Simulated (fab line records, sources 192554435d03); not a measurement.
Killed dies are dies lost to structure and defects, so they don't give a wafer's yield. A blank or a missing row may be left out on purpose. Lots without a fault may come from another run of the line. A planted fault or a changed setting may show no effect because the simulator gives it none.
fab line records | flow n5_finfet
record lots=7 wafers=21
route steps=1938 shown BEOL_M6@1204 BEOL_M7@1308 BEOL_M8@1332
start_h: hours from the record's first day to the start of the lot's first wafer shown | wait_h: hours since the lot's step before | " the same as in the row above | L1.1+2: a row that stands for several wafers | - no value, or no start given | * or withheld: withheld | < > ~ a bound
route shown NAME@n: a module of which the file shows steps, and the number in the route of the first | usual: mean/standard deviation of fault-free wafers | same: alike in all rows | chamber/n: place in a boat | sites: the reading at each site | _std_site: their standard deviation | _edge_site: outer sites' mean less inner sites' | radius_mm: how far each site lies from the wafer's centre | mask NAME#n: copy n | behind: the tool/chamber that last shaped the wafer | hold: why the lot was held/for how many hours/how that ended | device: the transistor (n, p or np) that didn't switch | end of line: the same wafers' tests at the end of the route | a step without rows: its recipe alone | killed: dies lost to structure and defects at the first sort, not the wafer's yield | map: a wafer's dies, x killed, . not, _ none there
set.NAME: the setting as run; set.NAME@STEP: as run at that earlier step | model.NAME: the simulator's own value behind a step, which no gauge read
lots whose settings were changed on purpose; a table a step, a row a wafer
## steps
# step N5_BEOL_M6_EXPOSE_08
# recipe mask_id=M6 na=1.35 source_shape=dipole sigma_inner=0.817 sigma_outer=0.97 polarization=te dose_mj=68.25
# columns lot.wafer tool chamber start_h wait_h mask set.dose_mj
L079.1+2+3 arfi_scanner-01 0 225.52 - M6#0 63.59
L080.3+6 arfi_scanner-03 0 229.55 - M6#0 68.25
L080.4 " 0 " " M6#0 71.72
L082.2+4 arfi_scanner-02 0 250.02 - M6#0 71.9
L082.3 " 0 " " M6#0 68.25
L081.1 arfi_scanner-01 0 250.18 - M6#0 63.96
L081.4+6 " 0 " " M6#0 68.25
L088.3+4 arfi_scanner-01 0 288.91 - M6#0 63.57
L088.6 " 0 " " M6#0 68.25
L097.4+6 arfi_scanner-03 0 336.35 - M6#0 64.47
L097.5 " 0 " " M6#0 68.25
L096.1+5+6 arfi_scanner-01 0 346.56 - M6#0 68.25
# step N5_BEOL_M6_PEB_09
# recipe peb_temp_c=withheld peb_time_s=60 resist=CAR-ArF
# step N5_BEOL_M6_DEVELOP_10
# recipe develop_time_s=30 developer=TMAH resist=CAR-ArF rinse_liquid=diw dry=air_spin dev_temp_c=23
# step N5_BEOL_M6_CD_MEAS_11
# recipe target_cd_nm=38.5 landing_energy_ev=500 detector=se_inlens polarity=opening
# usual cd_nm=38.5/0.4
# columns lot.wafer tool chamber start_h wait_h set.dose_mj@BEOL_M6_EXPOSE_08 cd_nm
L079.1 cd_sem-03 0 225.65 - 63.59 35.8
L079.2 " 0 " " 63.59 35.4
L079.3 " 0 " " 63.59 35.0
L080.3 cd_sem-02 0 229.67 - 68.25 38.2
L080.4 " 0 " " 71.72 40.5
L080.6 " 0 " " 68.25 37.9
L082.2 cd_sem-03 0 250.14 - 71.9 40.9
L082.3 " 0 " " 68.25 37.6
L082.4 " 0 " " 71.9 40.6
L081.1 cd_sem-02 0 250.31 - 63.96 35.8
L081.4 " 0 " " 68.25 38.4
L081.6 " 0 " " 68.25 38.8
L088.3 cd_sem-03 0 289.03 - 63.57 35.0
L088.4 " 0 " " 63.57 34.5
L088.6 " 0 " " 68.25 38.0
L097.4 cd_sem-01 0 336.46 - 64.47 35.8
L097.5 " 0 " " 68.25 38.1
L097.6 " 0 " " 64.47 35.4
L096.1 cd_sem-02 0 346.69 - 68.25 38.1
L096.5 " 0 " " 68.25 38.8
L096.6 " 0 " " 68.25 38.6
# step N5_BEOL_M6_DESCUM_16
# recipe chemistry=O2 time_s=7.9 source_power_w=50 bias_power_w=20 pressure_mtorr=20 rf_frequency_hz=2.712e+07 temp_c=40 resist=CAR-ArF o2_flow_sccm=225
# step N5_BEOL_M6_ETCH_61
# recipe chemistry=CF4 target=SiARC target_depth_a=455 mask_material=CAR-ArF time_s=75.8 ion_energy_ev=80 pressure_mtorr=40 source_w=545 bias_w=36 Ar_flow_sccm=100 cf4_flow_sccm=100 ends=cleared
# columns lot.wafer tool chamber start_h wait_h set.dose_mj@BEOL_M6_EXPOSE_08 model.BEOL_M6.cd_offset_nm
L079.1+3 rie_diel-02 3,2 225.77 0.0 63.59 -3.4
L079.2 " 0 " " 63.59 -3.2
L080.3 rie_diel-04 3 229.79 0.0 68.25 -0.2
L080.4 " 1 " " 71.72 2
L080.6 " 0 " " 68.25 -0.4
L082.2 rie_diel-04 2 250.27 0.0 71.9 2.2
L082.3 " 0 " " 68.25 -1
L082.4 " 3 " " 71.9 1.8
L081.1 rie_diel-04 3 250.52 0.0 63.96 -2.8
L081.4 " 2 " " 68.25 -0.2
L081.6 " 1 " " 68.25 0.4
L088.3 rie_diel-04 0 289.15 0.0 63.57 -3.6
L088.4 " 2 " " 63.57 -3.8
L088.6 " 3 " " 68.25 -0.2
L097.4 rie_diel-02 0 336.58 0.0 64.47 -2.8
L097.5 " 0 " " 68.25 0
L097.6 " 1 " " 64.47 -3
L096.1 rie_diel-04 2 346.87 0.0 68.25 -0.2
L096.5 " 1 " " 68.25 0.2
L096.6 " 2 " " 68.25 -0.4
# step N5_BEOL_M6_ETCH_62
# recipe chemistry=N2/H2 target=SOC target_depth_a=1100 overetch_a=220 mask_material=SiARC temp_c=40 time_s=165 ion_energy_ev=200 pressure_mtorr=30 source_w=840 bias_w=150 n2_flow_sccm=200 h2_flow_sccm=200
# columns lot.wafer tool chamber start_h wait_h set.dose_mj@BEOL_M6_EXPOSE_08 model.BEOL_M6.cd_offset_nm
L079.1+3 rie_diel-02 3,2 225.83 0.0 63.59 -3.4
L079.2 " 0 " " 63.59 -3.2
L080.3+6 rie_diel-04 3,0 229.85 0.0 68.25 -0.4
L080.4 " 1 " " 71.72 2
L082.2 rie_diel-04 2 250.32 0.0 71.9 2.2
L082.3 " 0 " " 68.25 -1.2
L082.4 " 3 " " 71.9 1.6
L081.1 rie_diel-04 3 250.58 0.0 63.96 -2.8
L081.4 " 2 " " 68.25 0.2
L081.6 " 1 " " 68.25 0.8
L088.3 rie_diel-04 0 289.20 0.0 63.57 -3.4
L088.4 " 2 " " 63.57 -3.6
L088.6 " 3 " " 68.25 -0.4
L097.4 rie_diel-02 0 336.63 0.0 64.47 -2.8
L097.5 " 0 " " 68.25 0.2
L097.6 " 1 " " 64.47 -3
L096.1 rie_diel-04 2 346.92 0.0 68.25 0
L096.5 " 1 " " 68.25 0.4
L096.6 " 2 " " 68.25 -0.2
# step N5_BEOL_M6_STRIP_68
# recipe chemistry=N2/H2 temp_c=40 n2_flow_sccm=200 h2_flow_sccm=200 rf_frequency_hz=6e+07
# step N5_BEOL_M6_STRIP_67
# recipe chemistry=CF4 resist=SiARC power_w=300 bias_power_w=75 pressure_mtorr=50 cf4_flow_sccm=150 rf_frequency_hz=6e+07
# step N5_BEOL_M6_HM_OPEN_17
# recipe chemistry=Cl2/BCl3 target_depth_a=200 overetch_a=60 target=TiN mask_material=SOC ion_energy_ev=150 pressure_mtorr=10 icp_w=1000 bias_w=126 Cl2_flow_sccm=53.25 bcl3_flow_sccm=21.75 Ar_flow_sccm=25
# step N5_BEOL_M6_STRIP_19
# recipe chemistry=O2 power_w=400 temp_c=40 pressure_mtorr=30 rf_frequency_hz=6e+07 bias_power_w=0 overash_fraction=0.2 o2_flow_sccm=225
# step N5_BEOL_M6_CD_MEAS_18
# recipe pitch_nm=80 target_cd_nm=40
# usual cd_nm=39.9/0.49
# columns lot.wafer tool chamber start_h wait_h set.dose_mj@BEOL_M6_EXPOSE_08 cd_nm
L079.1 cd_sem-01 - 226.20 0.0 63.59 36.4
L079.2 " - " " 63.59 36.8
L079.3 " - " " 63.59 37.0
L080.3 cd_sem-02 - 230.22 0.1 68.25 39.5
L080.4 " - " " 71.72 42.4
L080.6 " - " " 68.25 39.4
L082.2 cd_sem-02 - 250.78 0.1 71.9 42.1
L082.3 " - " " 68.25 38.8
L082.4 " - " " 71.9 41.9
L081.1 cd_sem-02 - 250.95 0.0 63.96 37.2
L081.4 " - " " 68.25 40.5
L081.6 " - " " 68.25 40.7
L088.3 cd_sem-01 - 289.71 0.1 63.57 36.6
L088.4 " - " " 63.57 36.0
L088.6 " - " " 68.25 39.5
L097.4 cd_sem-03 - 337.01 0.1 64.47 37.3
L097.5 " - " " 68.25 40.3
L097.6 " - " " 64.47 37.2
L096.1 cd_sem-03 - 347.29 0.0 68.25 39.9
L096.5 " - " " 68.25 40.3
L096.6 " - " " 68.25 39.6
# step N5_BEOL_M6_COAT_63
# recipe resist=SOC temp_c=250 time_s=60 spin_rpm=1500 resist_thk_nm=60
# step N5_BEOL_M6_COAT_64
# recipe resist=SiARC temp_c=220 time_s=60 spin_rpm=1500 resist_thk_nm=12
# step N5_BEOL_M6_PRECLEAN_42
# recipe chemistry=residue_remover time_s=60 temp_c=40
# step N5_BEOL_M6_SRD_43
# recipe time_s=30 temp_c=23 rinse_liquid=diw dry=ipa_marangoni
# step N5_BEOL_M6_CD_MEAS_35
# recipe target_cd_nm=40 target_cd_y_nm=28 polarity=opening
# usual cd_nm=39.9/0.47
# columns lot.wafer tool chamber start_h wait_h set.dose_mj@BEOL_M6_EXPOSE_08 cd_nm
L079.1 cd_sem-02 - 227.89 0.0 63.59 36.5
L079.2 " - " " 63.59 37.1
L079.3 " - " " 63.59 36.5
L080.3 cd_sem-02 - 233.00 0.0 68.25 39.7
L080.4 " - " " 71.72 42.1
L080.6 " - " " 68.25 39.3
L081.1 cd_sem-01 - 254.28 0.0 63.96 37.1
L081.4 " - " " 68.25 40.4
L081.6 " - " " 68.25 40.9
L082.2 cd_sem-03 - 254.81 0.0 71.9 42.3
L082.3 " - " " 68.25 38.6
L082.4 " - " " 71.9 41.8
L088.3 cd_sem-02 - 291.73 0.0 63.57 36.8
L088.4 " - " " 63.57 36.5
L088.6 " - " " 68.25 39.4
L097.4 cd_sem-01 - 338.21 0.0 64.47 37.2
L097.5 " - " " 68.25 40.3
L097.6 " - " " 64.47 37.1
L096.1 cd_sem-01 - 350.12 0.0 68.25 39.9
L096.5 " - " " 68.25 40.2
L096.6 " - " " 68.25 39.6
# step N5_BEOL_M7_TRENCH_ETCH_37
# recipe chemistry=C4F6/O2 target_depth_a=934.78 target=SiCOH_lowk time_s=31.2 ion_energy_ev=250 pressure_mtorr=30 source_w=345 bias_w=185 Ar_flow_sccm=300 C4F6_flow_sccm=10 O2_flow_sccm=10
# columns lot.wafer tool chamber start_h wait_h set.time_s model.etch.depth_nm model.BEOL_M7.feature_depth_nm
L079.1 rie_diel-03 1 - - 31.2 93.38 93.4
L079.2 " 0 " " 31.2 95.32 95.4
L079.3 " 2 " " 31.2 91.96 92
L080.3 rie_diel-03 3 - - 31.2 94.3 94.4
L080.4 " 0 " " 31.2 94.7 94.6
L080.6 " 2 " " 31.2 91.74 91.8
L081.1 rie_diel-05 0 - - 31.2 91.12 91.2
L081.4 " 1 " " 31.2 94.25 94.2
L081.6 " 2 " " 31.2 95.45 95.4
L082.2 rie_diel-05 1 - - 33.19 100.8 100.8
L082.3 " 2 " " 33.19 101.1 101
L082.4 " 0 " " 31.2 91.25 91.2
L088.3 rie_diel-06 2 - - 31.2 94.81 94.8
L088.4 " 1 " " 38.07 113.8 113.8
L088.6 " 0 " " 31.2 92.19 92.2
L097.4 rie_diel-05 2 - - 31.2 95.72 95.8
L097.5 " 1 " " 31.2 94.01 94
L097.6 " 2 " " 25.18 76.66 76.6
L096.1 rie_diel-06 2 - - 31.2 94.12 94.2
L096.5 " 2 " " 31.2 93.7 93.8
L096.6 " 3 " " 31.2 95.44 95.4
# step N5_BEOL_M7_ETCH_41
# recipe chemistry=CH3F/O2 target=SiCN target_depth_a=319 taper_deg=2 time_s=57.8 ion_energy_ev=120 mask_material=TiN pressure_mtorr=30 source_w=395 bias_w=75 Ar_flow_sccm=150 CH3F_flow_sccm=30 O2_flow_sccm=20
# usual rf_vpp_V=297.5/1.4
# columns lot.wafer tool chamber start_h wait_h set.bias_w rf_vpp_V model.etch.depth_nm
L079.1 rie_diel-03 1 - - 68.02 279.9 21.03
L079.2 " 0 " " 75 295.3 21.99
L079.3 " 2 " " 75 299.4 21.46
L080.3 rie_diel-03 3 - - 75 297.3 21.69
L080.4 " 0 " " 75 295.6 22.16
L080.6 " 2 " " 75 298.6 21.38
L081.1 rie_diel-05 0 - - 63.62 266.3 20.3
L081.4 " 1 " " 75 295.2 22.25
L081.6 " 2 " " 75 295.7 22.33
L082.2 rie_diel-05 1 - - 75 296.1 21.9
L082.3 " 2 " " 71.09 288.1 21.7
L082.4 " 0 " " 71.09 287.3 20.92
L088.3 rie_diel-06 2 - - 75 296.5 22.34
L088.4 " 1 " " 68.58 284.2 21.27
L088.6 " 0 " " 68.58 279.5 20.88
L097.4 rie_diel-05 2 - - 75 298.0 22.17
L097.5 " 1 " " 75 295.4 21.98
L097.6 " 2 " " 75 297.2 21.92
L096.1 rie_diel-06 2 - - 75 298.1 22.32
L096.5 " 2 " " 75 296.6 21.98
L096.6 " 3 " " 75 297.9 22.55
# step N5_BEOL_M7_STRIP_80
# recipe chemistry=N2/H2 time_s=10 power_w=450 temp_c=40 pressure_mtorr=20 rf_frequency_hz=6e+07 bias_power_w=7 n2_flow_sccm=200 h2_flow_sccm=200
# step N5_BEOL_M7_OCD_MEAS_38
# usual trench_depth_nm=93.6/1.5
# columns lot.wafer tool chamber start_h wait_h set.time_s@BEOL_M7_TRENCH_ETCH_37 trench_depth_nm
L079.1 ocd-01 - 238.20 - 31.2 92.9
L079.2 " - " " 31.2 95.2
L079.3 " - " " 31.2 91.8
L080.3 ocd-01 - 241.84 - 31.2 94.1
L080.4 " - " " 31.2 95.1
L080.6 " - " " 31.2 91.9
L081.1 ocd-02 - 260.84 - 31.2 91.2
L081.4 " - " " 31.2 94.2
L081.6 " - " " 31.2 95.7
L082.2 ocd-02 - 264.22 - 33.19 100.7
L082.3 " - " " 33.19 100.9
L082.4 " - " " 31.2 91.0
L088.3 ocd-02 - 299.30 - 31.2 94.6
L088.4 " - " " 38.07 113.5
L088.6 " - " " 31.2 92.0
L097.4 ocd-02 - 345.72 - 31.2 95.8
L097.5 " - " " 31.2 93.7
L097.6 " - " " 25.18 77.1
L096.1 ocd-01 - 359.98 - 31.2 93.8
L096.5 " - " " 31.2 94.1
L096.6 " - " " 31.2 95.8
# step N5_BEOL_M7_HM_STRIP_39
# recipe chemistry=peroxide_tin_strip material=TiN target_depth_a=250 temp_c=50 time_s=158
# step N5_BEOL_M7_SRD_40
# recipe time_s=30 temp_c=23 rinse_liquid=diw dry=ipa_marangoni
# step N5_BEOL_M7_ECD_50
# recipe material=Cu target_thk_a=3000
# step N5_BEOL_M7_ANNEAL_51
# recipe temp_c=225 time_s=90 ambient=N2
# step N5_BEOL_M7_CMP_52
# recipe stop_on=SiCOH_lowk t_overpolish_s=6.9 down_force_psi=1 platen_rpm=50 clearing_platen_down_force_psi=1.5 clearing_platen_rpm=50 post_cmp_clean=cu_alkaline target_thk_nm=80 clearing_platen_pad_velocity_m_s=0.99484 pad_velocity_m_s=0.99484
# columns lot.wafer tool chamber start_h wait_h set.time_s@BEOL_M7_TRENCH_ETCH_37 model.Cu_of_BEOL_M7_ECD_50.thk_nm
L079.2 cmp-02 2 241.04 0.2 31.2 82
L079.1 " 3 " " 31.2 80.4
L079.3 " 0 " " 31.2 79.2
L080.3 cmp-01 3 244.47 0.2 31.2 80.6
L080.4 " 0 " " 31.2 80
L080.6 " 3 " " 31.2 77.4
L081.4 cmp-01 1 264.50 0.2 31.2 80.8
L081.1 " 2 " " 31.2 76.4
L081.6 " 1 " " 31.2 82.4
L082.4 cmp-01 3 267.68 0.3 31.2 76.8
L082.3+2 " 1,2 " " 33.19 87.6
L088.4 cmp-02 2 303.06 0.2 38.07 99
L088.3 " 3 " " 31.2 82
L088.6 " 1 " " 31.2 78.8
L097.4 cmp-02 0 348.42 0.2 31.2 83
L097.6 " 2 " " 25.18 61.6
L097.5 " 3 " " 31.2 81.6
L096.1 cmp-02 0 364.08 0.3 31.2 80.8
L096.5 " 2 " " 31.2 79.6
L096.6 " 3 " " 31.2 82.2
# step N5_BEOL_M7_THK_MEAS_53
# recipe thk_meas_gauge=xrf reads=Cu_of_BEOL_M7_ECD_50
# usual M7_THK=81.7/2.1
# columns lot.wafer tool chamber start_h wait_h set.time_s@BEOL_M7_TRENCH_ETCH_37 M7_THK[nm]
L079.1 film_metro-01 - 241.33 - 31.2 81.5
L079.2 " - " " 31.2 83.4
L079.3 " - " " 31.2 80.5
L080.3 film_metro-02 - 244.77 - 31.2 81.6
L080.4 " - " " 31.2 80.9
L080.6 " - " " 31.2 77.8
L081.1 film_metro-01 - 264.76 - 31.2 77.5
L081.4 " - " " 31.2 82.2
L081.6 " - " " 31.2 84.0
L082.2 film_metro-01 - 267.97 - 33.19 89.9
L082.3 " - " " 33.19 89.6
L082.4 " - " " 31.2 78.6
L088.3 film_metro-01 - 303.28 - 31.2 83.0
L088.4 " - " " 38.07 100.9
L088.6 " - " " 31.2 79.9
L097.4 film_metro-02 - 348.65 - 31.2 83.3
L097.5 " - " " 31.2 82.0
L097.6 " - " " 25.18 61.6
L096.1 film_metro-02 - 364.30 - 31.2 80.6
L096.5 " - " " 31.2 80.0
L096.6 " - " " 31.2 82.1
# step N5_BEOL_M7_PRE_CLEAN_55
# recipe gas=NH3 time_s=15 temp_c=withheld rf_power_w=300
# step N5_BEOL_M7_DEP_56
# recipe material=SiCN target_thk_a=100 temp_c=withheld precursor=3MS/NH3 pressure_torr=3 rf_w=202 time_s=17.5
# step N5_BEOL_M7_RS_MEAS_57
# recipe thk_meas_gauge=four-point-probe reads=Cu_of_BEOL_M7_ECD_50+Co_of_BEOL_M7_CVD_78+TaN_of_BEOL_M7_ALD_77
# usual M7_RS=0.285/0.0077
# columns lot.wafer tool chamber start_h wait_h set.time_s@BEOL_M7_TRENCH_ETCH_37 M7_RS[ohm/sq]
L079.1 film_metro-02 - 241.46 0.1 31.2 0.285
L079.2 " - " " 31.2 0.278
L079.3 " - " " 31.2 0.289
L080.3 film_metro-02 - 244.90 0.1 31.2 0.283
L080.4 " - " " 31.2 0.286
L080.6 " - " " 31.2 0.298
L081.1 film_metro-01 - 264.89 0.1 31.2 0.302
L081.4 " - " " 31.2 0.283
L081.6 " - " " 31.2 0.277
L082.2 film_metro-02 - 268.11 0.1 33.19 0.257
L082.3 " - " " 33.19 0.257
L082.4 " - " " 31.2 0.300
L088.3 film_metro-01 - 303.41 0.1 31.2 0.278
L088.4 " - " " 38.07 0.224
L088.6 " - " " 31.2 0.291
L097.4 film_metro-02 - 348.78 0.0 31.2 0.274
L097.5 " - " " 31.2 0.280
L097.6 " - " " 25.18 0.391
L096.1 film_metro-01 - 364.43 0.1 31.2 0.283
L096.5 " - " " 31.2 0.288
L096.6 " - " " 31.2 0.277
# step N5_BEOL_M8_ILD_DEP_00
# recipe material=SiCOH_lowk target_thk_a=1797.5 temp_c=300 precursor=DEMS/porogen pressure_torr=5 rf_w=500 time_s=33.4
# columns lot.wafer tool chamber start_h wait_h set.time_s model.SiCOH_lowk_of_BEOL_M8_ILD_DEP_00.thk_nm
L079.1 pecvd-02 0 241.53 0.0 35.46 188
L079.2 " 1 " " 35.46 188.2
L079.3 " 2 " " 33.4 176.8
L080.3 pecvd-02 1 244.98 0.1 35.23 190.6
L080.4 " 2 " " 35.23 186.8
L080.6 " 1 " " 33.4 178
L081.1 pecvd-01 0 264.95 0.0 33.4 179.2
L081.4 " 2 " " 33.4 183.2
L081.6 " 1 " " 31.87 174.8
L082.2 pecvd-01 2 268.18 0.0 33.4 177.4
L082.3 " 1 " " 33.4 176.6
L082.4 " 0 " " 33.4 180.6
L088.3 pecvd-04 1 303.47 0.0 34.68 186.4
L088.4+6 " 0,1 " " 33.4 183.6
L097.4 pecvd-02 0 348.86 0.1 35.92 194.2
L097.5 " 2 " " 33.4 179.4
L097.6 " 1 " " 33.4 182.4
L096.1 pecvd-01 1 364.49 0.0 33.4 179.8
L096.5 " 1 " " 33.4 179.6
L096.6 " 0 " " 33.4 182.6
# step N5_BEOL_M8_CURE_74
# recipe temp_c=385 time_s=240 ambient=He/Ar material=SiCOH_lowk
# columns lot.wafer tool chamber start_h wait_h set.time_s@BEOL_M8_ILD_DEP_00 model.SiCOH_lowk_of_BEOL_M8_ILD_DEP_00.thk_nm
L079.1 uv_cure-01 0 241.59 0.0 35.46 162.2
L079.2 " 0 " " 35.46 162.4
L079.3 " 0 " " 33.4 152.6
L080.3 uv_cure-02 1 245.21 0.2 35.23 164.4
L080.4 " 1 " " 35.23 161.2
L080.6 " 1 " " 33.4 153.4
L081.1 uv_cure-01 1 265.05 0.1 33.4 154.6
L081.4 " 1 " " 33.4 158
L081.6 " 1 " " 31.87 150.6
L082.2 uv_cure-02 0 268.32 0.1 33.4 152.8
L082.3 " 0 " " 33.4 152.2
L082.4 " 0 " " 33.4 155.8
L088.3 uv_cure-02 0 303.70 0.2 34.68 160.8
L088.4 " 0 " " 33.4 158.4
L088.6 " 0 " " 33.4 158.2
L097.4 uv_cure-01 2 349.27 0.4 35.92 167.6
L097.5 " 2 " " 33.4 154.8
L097.6 " 2 " " 33.4 157.4
L096.1 uv_cure-02 1 364.56 0.0 33.4 155
L096.5 " 1 " " 33.4 154.8
L096.6 " 1 " " 33.4 157.6
# step N5_BEOL_M8_THK_MEAS_01
# recipe reads=SiCOH_lowk_of_BEOL_M8_ILD_DEP_00
# usual M8_ILD_THK=155.5/2
# columns lot.wafer tool chamber start_h wait_h set.time_s@BEOL_M8_ILD_DEP_00 M8_ILD_THK[nm]
L079.1 film_metro-02 - 242.10 0.4 35.46 162.4
L079.2 " - " " 35.46 162.4
L079.3 " - " " 33.4 152.5
L080.3 film_metro-02 - 245.56 0.3 35.23 164.5
L080.4 " - " " 35.23 161.2
L080.6 " - " " 33.4 153.5
L081.1 film_metro-01 - 265.56 0.4 33.4 154.5
L081.4 " - " " 33.4 157.9
L081.6 " - " " 31.87 150.7
L082.2 film_metro-01 - 268.76 0.4 33.4 153.0
L082.3 " - " " 33.4 152.3
L082.4 " - " " 33.4 155.7
L088.3 film_metro-01 - 304.05 0.3 34.68 161.0
L088.4 " - " " 33.4 158.3
L088.6 " - " " 33.4 158.3
L097.4 film_metro-02 - 349.55 0.2 35.92 167.6
L097.5 " - " " 33.4 154.6
L097.6 " - " " 33.4 157.4
L096.1 film_metro-01 - 365.07 0.4 33.4 154.8
L096.5 " - " " 33.4 154.7
L096.6 " - " " 33.4 157.5
## key
split step=N5_BEOL_M6_EXPOSE_08 setting=dose_mj stated=68.25 by=wafer
response step=N5_BEOL_M6_CD_MEAS_11 reading=cd_nm change=+0.484 per=1% r=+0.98
response step=N5_BEOL_M6_ETCH_61 reading=model.BEOL_M6.cd_offset_nm change=+0.501 per=1% r=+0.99
response step=N5_BEOL_M6_ETCH_62 reading=model.BEOL_M6.cd_offset_nm change=+0.512 per=1% r=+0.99
response step=N5_BEOL_M6_CD_MEAS_18 reading=cd_nm change=+0.537 per=1% r=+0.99
response step=N5_BEOL_M6_CD_MEAS_35 reading=cd_nm change=+0.523 per=1% r=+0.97
split step=N5_BEOL_M7_TRENCH_ETCH_37 setting=time_s stated=31.2 by=wafer
response step=N5_BEOL_M7_TRENCH_ETCH_37 reading=model.etch.depth_nm change=+0.959 per=1% r=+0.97
response step=N5_BEOL_M7_TRENCH_ETCH_37 reading=model.BEOL_M7.feature_depth_nm change=+0.96 per=1% r=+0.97
response step=N5_BEOL_M7_OCD_MEAS_38 reading=trench_depth_nm change=+0.945 per=1% r=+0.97
response step=N5_BEOL_M7_CMP_52 reading=model.Cu_of_BEOL_M7_ECD_50.thk_nm change=+0.978 per=1% r=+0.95
response step=N5_BEOL_M7_THK_MEAS_53 reading=M7_THK change=+1.01 per=1% r=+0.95
response step=N5_BEOL_M7_RS_MEAS_57 reading=M7_RS change=-0.00425 per=1% r=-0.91
split step=N5_BEOL_M7_ETCH_41 setting=bias_w stated=75 by=wafer
response step=N5_BEOL_M7_ETCH_41 reading=rf_vpp_V change=+1.86 per=1% r=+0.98
response step=N5_BEOL_M7_ETCH_41 reading=model.etch.depth_nm change=+0.121 per=1% r=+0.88
split step=N5_BEOL_M8_ILD_DEP_00 setting=time_s stated=33.4 by=wafer
response step=N5_BEOL_M8_ILD_DEP_00 reading=model.SiCOH_lowk_of_BEOL_M8_ILD_DEP_00.thk_nm change=+1.67 per=1% r=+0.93
response step=N5_BEOL_M8_CURE_74 reading=model.SiCOH_lowk_of_BEOL_M8_ILD_DEP_00.thk_nm change=+1.46 per=1% r=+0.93
response step=N5_BEOL_M8_THK_MEAS_01 reading=M8_ILD_THK change=+1.46 per=1% r=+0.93
